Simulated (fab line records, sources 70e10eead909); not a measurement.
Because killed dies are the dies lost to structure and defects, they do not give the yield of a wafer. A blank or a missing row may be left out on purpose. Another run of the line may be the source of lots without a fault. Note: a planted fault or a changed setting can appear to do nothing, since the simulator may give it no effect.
Matching of chambers || flow nand harc || 4 sister chambers for NHARC_A_STAIRCASE_TRIM_12 on rie diel-13
The step chemistry O2, time 211.2 s. 4 wafers are shown with their chamber, then 8 later ones without.

== WAFERS PAIRED WITH THEIR CHAMBERS ==
{"wafer": "L085.1", "chamber": 2, "showerhead plenum p Torr (Torr)": 3.40}
{"wafer": "L085.2", "chamber": 0, "showerhead plenum p Torr (Torr)": 3.62}
{"wafer": "L085.3", "chamber": 1, "showerhead plenum p Torr (Torr)": 3.61}
{"wafer": "L088.1", "chamber": 3, "showerhead plenum p Torr (Torr)": 3.53}

== WAFERS WITHOUT THEIR CHAMBER ==
{"wafer": "L088.4", "showerhead plenum p Torr (Torr)": 3.39}
{"wafer": "L088.5", "showerhead plenum p Torr (Torr)": 3.53}
{"wafer": "L090.1", "showerhead plenum p Torr (Torr)": 3.39}
{"wafer": "L090.5", "showerhead plenum p Torr (Torr)": 3.62}
{"wafer": "L090.6", "showerhead plenum p Torr (Torr)": 3.60}
{"wafer": "L095.2", "showerhead plenum p Torr (Torr)": 3.52}
{"wafer": "L095.3", "showerhead plenum p Torr (Torr)": 3.38}
{"wafer": "L095.6", "showerhead plenum p Torr (Torr)": 3.38}

== WHICH CHAMBER EACH ONE RAN IN ==
{"wafer": "L088.4", "from the rows above": 2, "in truth": 2}
{"wafer": "L088.5", "from the rows above": 3, "in truth": 3}
{"wafer": "L090.1", "from the rows above": 2, "in truth": 2}
{"wafer": "L090.5", "from the rows above": "can't be placed: 0 or 1", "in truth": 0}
{"wafer": "L090.6", "from the rows above": "can't be placed: 1 or 0", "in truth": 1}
{"wafer": "L095.2", "from the rows above": 3, "in truth": 3}
{"wafer": "L095.3", "from the rows above": 2, "in truth": 2}
{"wafer": "L095.6", "from the rows above": 2, "in truth": 2}
Correctly placed: 6 of 8. Can't be placed from these rows: 2 (the true chamber is among the candidates in 2). Number placed wrongly: 0.
How it was worked out, from the rows above alone: a wafer's distance from a chamber is the root of the sum, over the readings, of the square of ((its reading less the chamber's mean) divided by the reading's scatter). The wafer belongs to the nearest chamber; if the next one is less than 2 further off, it can't be placed. A chamber's mean is the mean of its shown wafers. The scatter: with one shown wafer a chamber, the root of the mean of the squares of how far each hidden wafer lies from its nearest shown one.
